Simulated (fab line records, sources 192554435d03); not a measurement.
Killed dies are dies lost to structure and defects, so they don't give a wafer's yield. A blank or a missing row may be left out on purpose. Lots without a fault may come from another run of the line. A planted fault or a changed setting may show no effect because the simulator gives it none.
Chamber matching | flow n5_finfet | N5_FIN_SAQP_MANDREL2_REMOVE_60 on rie_si-04: 4 sister chambers
The step chemistry HBr/Cl2/O2, target a-Si, stops on SiNx, bt time 10 s. 30 wafers are shown with their chamber, then 12 later ones without.

WAFERS WITH THEIR CHAMBER
wafer  | chamber | drypump_motor_current_A (A) | throttle_valve_pct (%) | oes_product_au (a.u.)
L074.2 | 1       | 5.5                         | 36.5                   | 1.032
L074.3 | 2       | 6.4                         | 36.8                   | 1.024
L074.5 | 0       | 5.1                         | 37.0                   | 1.018
L075.3 | 0       | 5.1                         | 37.0                   | 1.008
L075.4 | 2       | 6.4                         | 36.8                   | 1.032
L075.6 | 3       | 5.8                         | 37.5                   | 0.984
L077.1 | 0       | 5.1                         | 37.0                   | 1.006
L077.2 | 1       | 5.5                         | 36.4                   | 1.026
L077.5 | 3       | 5.8                         | 37.5                   | 0.996
L078.2 | 1       | 5.5                         | 36.5                   | 1.028
L078.3 | 2       | 6.4                         | 36.8                   | 1.012
L078.6 | 1       | 5.5                         | 36.5                   | 1.027
L081.1 | 3       | 5.7                         | 37.5                   | 1.005
L081.2 | 1       | 5.5                         | 36.5                   | 1.019
L081.4 | 0       | 5.1                         | 37.0                   | 1.003
L085.1 | 0       | 5.1                         | 37.0                   | 1.007
L085.2 | 3       | 5.8                         | 37.5                   | 0.991
L085.3 | 2       | 6.4                         | 36.8                   | 1.023
L085.4 | 1       | 5.5                         | 36.5                   | 1.040
L085.5 | 3       | 5.8                         | 37.5                   | 0.992
L085.6 | 2       | 6.4                         | 36.8                   | 1.035
L088.1 | 3       | 5.7                         | 37.5                   | 0.991
L088.2 | 0       | 5.1                         | 37.0                   | 1.014
L088.4 | 1       | 5.5                         | 36.5                   | 1.024
L090.1 | 3       | 5.8                         | 37.5                   | 0.997
L090.2 | 1       | 5.5                         | 36.4                   | 1.039
L090.4 | 0       | 5.1                         | 37.0                   | 1.018
L093.1 | 3       | 5.8                         | 37.5                   | 0.998
L093.2 | 1       | 5.5                         | 36.4                   | 1.027
L093.3 | 2       | 6.4                         | 36.8                   | 1.020

SIGNATURES (means of the wafers above)
reading                 | chamber 0 | chamber 1 | chamber 2 | chamber 3 | scatter within a chamber
drypump_motor_current_A | 5.100     | 5.500     | 6.400     | 5.775     | 0.024
throttle_valve_pct      | 37.000    | 36.467    | 36.800    | 37.500    | 0.0277
oes_product_au          | 1.01057   | 1.02911   | 1.02433   | 0.99425   | 0.00682
Rule: a wafer's distance from a chamber is the root of the sum, over the readings, of the square of ((its reading less the chamber's mean) divided by the reading's scatter). The wafer belongs to the nearest chamber; if the next one is less than 2 further off, it can't be placed. The scatter: the root of (the sum of the squares of (reading less its chamber's mean) over the shown wafers, divided by (wafers less chambers)).

WAFERS WITHOUT THEIR CHAMBER
wafer  | drypump_motor_current_A (A) | throttle_valve_pct (%) | oes_product_au (a.u.)
L093.4 | 5.1                         | 37.0                   | 0.998
L093.5 | 5.1                         | 37.0                   | 1.016
L093.6 | 5.8                         | 37.5                   | 0.995
L094.1 | 6.4                         | 36.8                   | 1.025
L094.2 | 5.5                         | 36.4                   | 1.027
L094.3 | 5.8                         | 37.5                   | 0.991
L094.4 | 5.0                         | 37.0                   | 1.007
L094.5 | 6.4                         | 36.8                   | 1.031
L094.6 | 5.7                         | 37.5                   | 0.994
L095.1 | 6.4                         | 36.8                   | 1.015
L095.5 | 5.5                         | 36.5                   | 1.043
L095.6 | 5.1                         | 37.0                   | 1.000

WHICH CHAMBER EACH WENT THROUGH
wafer  | from the rows above | in truth
L093.4 | 0                   | 0
L093.5 | 0                   | 0
L093.6 | 3                   | 3
L094.1 | 2                   | 2
L094.2 | 1                   | 1
L094.3 | 3                   | 3
L094.4 | 0                   | 0
L094.5 | 2                   | 2
L094.6 | 3                   | 3
L095.1 | 2                   | 2
L095.5 | 1                   | 1
L095.6 | 0                   | 0
Placed correctly: 12 of 12. Can't be placed from these rows: 0. Placed wrongly: 0.
